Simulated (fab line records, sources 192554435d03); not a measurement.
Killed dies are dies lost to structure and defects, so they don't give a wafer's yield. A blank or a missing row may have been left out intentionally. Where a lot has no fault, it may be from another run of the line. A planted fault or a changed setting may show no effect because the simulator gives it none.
One fault seen from 2 desks ; flow n5Finfet ; only its own numbers are on each desk; what lay behind them is given at the end

## TOOL OWNER'S DESK, pecvd-02
The tool's own readings at N5_BEOL_M2_ILD_DEP_00 (deposits SiOC from DEMS/O2, target thk 79 nm, time 15.3 s): means of the sampled wafers that have a number, for each lot that ran on this tool. If a lot's mean is further than 4 standard deviations from the usual mean, the lot is out of limits and carries the mark OUT (the distance appears in the brackets).
Columns: A = chamberPressureTorr at N5_BEOL_M2_ILD_DEP_00, usual 5.001 Torr; B = heaterPowerOuterW at N5_BEOL_M2_ILD_DEP_00, usual 270 W; C = heaterPowerW at N5_BEOL_M2_ILD_DEP_00, usual 491 W; D = showerheadPlenumPTorr at N5_BEOL_M2_ILD_DEP_00, usual 5.686 Torr; E = throttleValvePct at N5_BEOL_M2_ILD_DEP_00, usual 11.8 %
lot;first seen here;A;B;C;D;E
L594;day 11 11:22;5.003;268;497;5.681;11.9
L596;day 12 09:13;5.003;345;574;5.701;11.7
L597;day 12 22:25;5.008;288;517;5.702;12.0
This desk found nothing out of limits on any of the 3 lots.

## THE METROLOGY DESK
What the gauges read for every lot (on any tool): the sampled wafers with a number, averaged. If a lot's mean is further than 4 standard deviations from the usual mean, the lot is out of limits and carries the mark OUT (the distance appears in the brackets). Only the readings that lie furthest out on some lot appear, 7 of the 11 it has.
Columns: A = trenchDepthNm at N5_BEOL_M2_OCD_MEAS_38, usual 55.7 nm; B = DIBL_N at N5_BEOL_M4_RC_MEAS_101, usual 36.2 mV/V; C = DIBL_P at N5_BEOL_M4_RC_MEAS_101, usual 36.2 mV/V; D = IOFF_P at N5_BEOL_M4_RC_MEAS_101, usual 0.21 nA/um; E = ION_N at N5_BEOL_M4_RC_MEAS_101, usual 674 uA/um; F = ION_P at N5_BEOL_M4_RC_MEAS_101, usual 463 uA/um; G = VT_P at N5_BEOL_M4_RC_MEAS_101, usual -250 mV
lot;first seen here;A;B;C;D;E;F;G
L574;day 6 21:10;57.5;39.3;39.5;0.27;691;476;-246
L578;day 7 23:00;56.6;37.6;36.7;0.18;664;449;-257
L581;day 10 00:28;56.0;34.1;33.2;0.15;644;446;-255
L593;day 12 04:31;57.1;35.5;34.9;0.20;675;465;-249
L594;day 12 05:01;57.7;36.4;36.2;0.21;668;458;-251
L595;day 12 09:00;53.0;37.4;36.8;0.23;677;465;-250
L596;day 12 15:37;56.3;34.4;34.0;0.20;661;461;-250
L597;day 13 07:57;55.3;35.0;35.4;0.23;679;470;-248
This desk found nothing out of limits on any of the 8 lots.

## ALL TOGETHER
The tool owner's desk saw nothing out of limits.
The metrology desk saw nothing out of limits.

## WHAT HAD BEEN PUT IN BY THE SIMULATOR
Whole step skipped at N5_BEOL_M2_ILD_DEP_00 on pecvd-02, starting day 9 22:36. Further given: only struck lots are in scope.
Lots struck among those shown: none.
